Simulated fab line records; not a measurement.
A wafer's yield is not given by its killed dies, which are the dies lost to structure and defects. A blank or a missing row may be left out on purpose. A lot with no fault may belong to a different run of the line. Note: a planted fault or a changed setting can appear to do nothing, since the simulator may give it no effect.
Chamber matching    flow nand harc    4 sister chambers for NHARC_P_CONTACT_DESCUM_17 on rie diel-04
The step chemistry O2, time 3 s. 4 wafers are shown with their chamber, then 7 later ones without.

== EACH WAFER AND ITS CHAMBER ==
wafer   chamber  drypump motor current A (A)
L820.3  2        5.6
L830.6  3        5.5
L835.2  1        5.3
L835.3  0        4.8

== WAFERS MISSING THEIR CHAMBER ==
wafer   drypump motor current A (A)
L835.5  5.5
L836.3  5.6
L836.4  5.3
L836.6  5.3
L837.1  5.6
L837.3  4.9
L837.4  5.3

== WHICH CHAMBER EACH ONE RAN IN ==
wafer    from the rows above   in truth
L835.5   3                     3
L836.3   2                     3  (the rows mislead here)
L836.4   1                     1
L836.6   1                     1
L837.1   2                     2
L837.3   0                     0
L837.4   1                     1
Placed correctly: 6 of 7. From these rows, 0 cannot be placed. Wrongly placed: 1.
How it was worked out, from the rows above alone: a wafer's distance from a chamber is the root of the sum, over the readings, of the square of ((its reading less the chamber's mean) divided by the reading's scatter). If the next closest chamber is less than 2 further off than the closest, the wafer can't be placed; otherwise it belongs to the closest. The mean given for a chamber averages the wafers shown for that chamber. The scatter (one wafer shown for each chamber): square how far every hidden wafer sits from the nearest shown wafer, average those squares and take the square root.
